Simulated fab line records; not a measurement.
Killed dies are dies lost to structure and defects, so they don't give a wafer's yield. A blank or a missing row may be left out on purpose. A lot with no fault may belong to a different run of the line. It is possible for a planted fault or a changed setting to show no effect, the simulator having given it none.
Matching of chambers | flow nand harc | NHARC_P_GATE_ETCH_104 on rie diel-03 has 4 sister chambers
The step etches the open film in CF4/CHF3, target depth 60 nm. 8 wafers are shown with their chamber, then 8 later ones without.

WAFERS WITH THEIR CHAMBER
wafer  | chamber | drypump motor current A (A) | rf vpp V (V)
L079.2 | 0       | 5.5                         | 370.7
L082.2 | 1       | 6.1                         | 371.2
L082.3 | 0       | 5.5                         | 371.4
L082.5 | 3       | 6.1                         | 368.5
L086.4 | 2       | 6.0                         | 370.1
L086.5 | 2       | 5.9                         | 372.1
L086.6 | 3       | 6.1                         | 366.3
L091.1 | 1       | 6.0                         | 370.3

WAFERS WITHOUT THEIR CHAMBER
wafer  | drypump motor current A (A) | rf vpp V (V)
L091.3 | 5.4                         | 370.9
L091.6 | 5.5                         | 371.3
L092.3 | 5.9                         | 370.3
L092.4 | 5.5                         | 372.1
L092.6 | 6.1                         | 371.1
L097.2 | 5.9                         | 371.1
L097.4 | 6.1                         | 371.7
L097.5 | 6.1                         | 371.2

THE CHAMBER EACH PASSED THROUGH
wafer  | from the rows above     | in truth
L091.3 | 0                       | 0
L091.6 | 0                       | 0
L092.3 | can't be placed: 2 or 1 | 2
L092.4 | 0                       | 0
L092.6 | can't be placed: 1 or 2 | 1
L097.2 | 2                       | 2
L097.4 | can't be placed: 1 or 2 | 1
L097.5 | can't be placed: 1 or 2 | 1
Placed correctly: 4 of 8. Unplaceable from these rows: 4, with the true chamber sitting among the candidates in 4. Wrongly placed: 0.
How it was worked out, from the rows above alone: a wafer's distance from a chamber is the root of the sum, over the readings, of the square of ((its reading less the chamber's mean) divided by the reading's scatter). The wafer belongs to the nearest chamber; if the next one is less than 2 further off, it can't be placed. Each chamber's mean is taken over the wafers shown for it. The scatter is the square root of a quotient: the sum, over the shown wafers, of each reading's squared deviation from its chamber's mean, divided by wafers minus chambers.
